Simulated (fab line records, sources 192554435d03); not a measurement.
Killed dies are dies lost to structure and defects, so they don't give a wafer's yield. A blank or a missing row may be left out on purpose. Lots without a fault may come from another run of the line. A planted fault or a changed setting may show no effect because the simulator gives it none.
A struck lot beside a sound one | flow n5_finfet | 39 steps out of a route of 1938
Sound: wafers L917.1, L917.2, L917.4. Struck: wafers L930.1, L930.3, L930.5. The cause comes at the end.
At each step with rows: each side's tool, then ch and its chambers, then its first start. Under that, the readings that differ: sound wafers | struck wafers | difference of the means | sigmas: that difference in standard deviations of wafers without a fault.
alike: readings whose means differ by less than 2 such deviations, and words and numbers that are the same on both sides. not compared: withheld readings, readings that some wafer has no value for, bounds like >300 that may hide the same value, and numbers for which the record gives no deviation and whose values overlap.
The two part at a step that has a row with sigmas, a row that says differs or no value, or rows on one side only. Numbers that don't overlap but have no deviation are shown without sigmas and don't part them. A reading that every wafer of one side lacks parts them only if that side has two wafers or more.

first, 9 steps without rows for these wafers: N5_BEOL_M4_ANNEAL_95 (time 240 s); N5_BEOL_M4_SPUTTER_96 (material Cu, target thk 4.5 nm, time 8.29 s); N5_BEOL_M4_ECD_50 (material Cu, target thk 300 nm); N5_BEOL_M4_ANNEAL_51 (time 90 s); N5_BEOL_M4_CMP_52 (polishes, stops on SiOC, t overpolish 6.8 s, target thk 40 nm); N5_BEOL_M4_PRE_CLEAN_60 (time 15 s); N5_BEOL_M4_CO_CAP_55 (material Co, precursor CCTBA/H2, target thk 2 nm, time 102.1 s); N5_BEOL_M4_PRE_CLEAN_56 (time 15 s); N5_BEOL_M4_DEP_57 (deposits SiCN from 3MS/NH3, target thk 8 nm, time 14 s).
N5_BEOL_M4_RC_MEAS_101:
  sound on prober-02 ch 0, day 10 13:08; struck on prober-02 ch 0, day 13 22:58
  alike: DIBL_N, DIBL_P, IOFF_N, IOFF_P, ION_N, ION_P, SS_N, SS_P, VT_N, VT_P
then, 24 steps without rows for these wafers: N5_BEOL_M5_ILD_DEP_00 (deposits SiCOH lowk from DEMS/porogen, target thk 140.64 nm, time 25.9 s); N5_BEOL_M5_CURE_79 (cures SiCOH lowk, time 240 s); N5_BEOL_M5_PECVD_70 (deposits SiO2 from TEOS/O2, target thk 16 nm, time 18 s); N5_BEOL_M5_HM_DEP_02 (deposits TiN, target thk 20 nm); N5_BEOL_M5_COAT_59 (time 60 s, resist thk 60 nm); N5_BEOL_M5_COAT_60 (time 60 s, resist thk 12 nm); N5_BEOL_M5_COAT_71 (time 60 s, resist thk 5 nm); N5_BEOL_M5_COAT_05 (resist thk 30 nm); N5_BEOL_M5_EBR_07; N5_BEOL_M5_SOFTBAKE_06 (time 60 s); N5_BEOL_M5_EXPOSE_08 (exposes mask M5, target cd 28 nm); N5_BEOL_M5_PEB_09 (peb time 60 s); N5_BEOL_M5_DEVELOP_10 (develop time 30 s); N5_BEOL_M5_DESCUM_16 (chemistry O2, time 7 s); N5_BEOL_M5_ETCH_72 (etches underlayer in N2/H2, target depth 6.5 nm, time 5.2 s); N5_BEOL_M5_ETCH_61 (etches SiARC in CF4, target depth 15.6 nm, time 26 s); N5_BEOL_M5_ETCH_62 (etches SOC in N2/H2, target depth 75 nm, overetch 15 nm, time 112.5 s); N5_BEOL_M5_STRIP_63 (strips in N2/H2); N5_BEOL_M5_STRIP_73 (strips in N2/H2); N5_BEOL_M5_STRIP_64 (strips in CF4); N5_BEOL_M5_HM_OPEN_17 (chemistry Cl2/BCl3, target TiN, target depth 20 nm, overetch 6 nm); N5_BEOL_M5_STRIP_19 (strips in O2); N5_BEOL_M5_COAT_65 (time 60 s, resist thk 60 nm); N5_BEOL_M5_COAT_66 (time 60 s, resist thk 12 nm).
-- the record jumps here: 3 days lie between the struck wafers' starts before and after (it left off in module BEOL_M5 and takes up again in module BEOL_M13, whose first step shown is number 1710 of the route) --
N5_BEOL_M13_CMP_49: polishes, stops on SiOC, t overpolish 17.1 s, target thk 420 nm.
  sound on cmp-03 ch 0,1,3, day 13 23:54; struck on cmp-03 ch 0,1, day 16 23:46
  no value came back on the struck wafers for any of 5 readings (barrier_field_endpoint_s (s), clearing_platen_down_force_psi (psi) and others); on the sound wafers barrier_field_endpoint_s (s) reads 30.3 30.1 29.3
  reading                                 | sound             | struck          | difference | sigmas
  model.Cu_of_BEOL_M13_ECD_47.thk_nm (nm) | 415.2 427.6 424.8 | 951.8 945.6 927 | +518.9     |
N5_BEOL_M13_THK_MEAS_50: measures by xrf.
  sound on film_metro-02, day 14 00:12; struck on film_metro-02, day 17 00:04
  reading      | sound       | struck      | difference | sigmas
  M13_THK (nm) | 419 433 429 | 966 959 938 | +527       | +78
N5_BEOL_M13_RS_MEAS_54: measures by four-point-probe.
  sound on film_metro-02, day 14 00:20; struck on film_metro-01, day 17 00:11
  reading         | sound                | struck               | difference | sigmas
  M13_RS (ohm/sq) | 0.0453 0.0440 0.0443 | 0.0179 0.0180 0.0183 | -0.0265    | -39
N5_BEOL_M13_INSPECT_55: inspects for defects (darkfield).
  sound on defect_inspect-01, day 14 00:21; struck on defect_inspect-01, day 17 00:13
  reading          | sound    | struck         | difference | sigmas
  raw_defect_count | 61 70 64 | 3327 3183 3111 | +3142      | +99 or more
N5_PASSIVATION_PROBE_49:
  sound on prober-01, day 15 06:06; struck on prober-02, day 18 10:46
  reading                  | sound          | struck         | difference | sigmas
  defect_limited_yield (%) | 91.4 93.2 91.9 | 0 0 0          | -92        | -71
  killed_at_M4_up          | 10 12 15       | 1077 1059 1089 | +1063      | +99 or more
  killed_dies              | 101 80 95      | 1180 1180 1180 | +1088      | +73
  killed_on_rim            | 10 9 12        | 152 152 152    | +142       | +35
  sort_n_pass              | 1079 1100 1085 | 0 0 0          | -1088      | -73
  sort_yield_pct (%)       | 91.4 93.2 91.9 | 0 0 0          | -92        | -71
  alike: killed_at_M0_to_M3, killed_at_contacts, killed_at_front_end, killed_at_other, killed_open, killed_short, sort_bin_5_function, sort_bin_6_memory

WHERE THEY PART
First at N5_BEOL_M13_CMP_49; last, within this record, at N5_PASSIVATION_PROBE_49.

WHY: what the simulator had put in
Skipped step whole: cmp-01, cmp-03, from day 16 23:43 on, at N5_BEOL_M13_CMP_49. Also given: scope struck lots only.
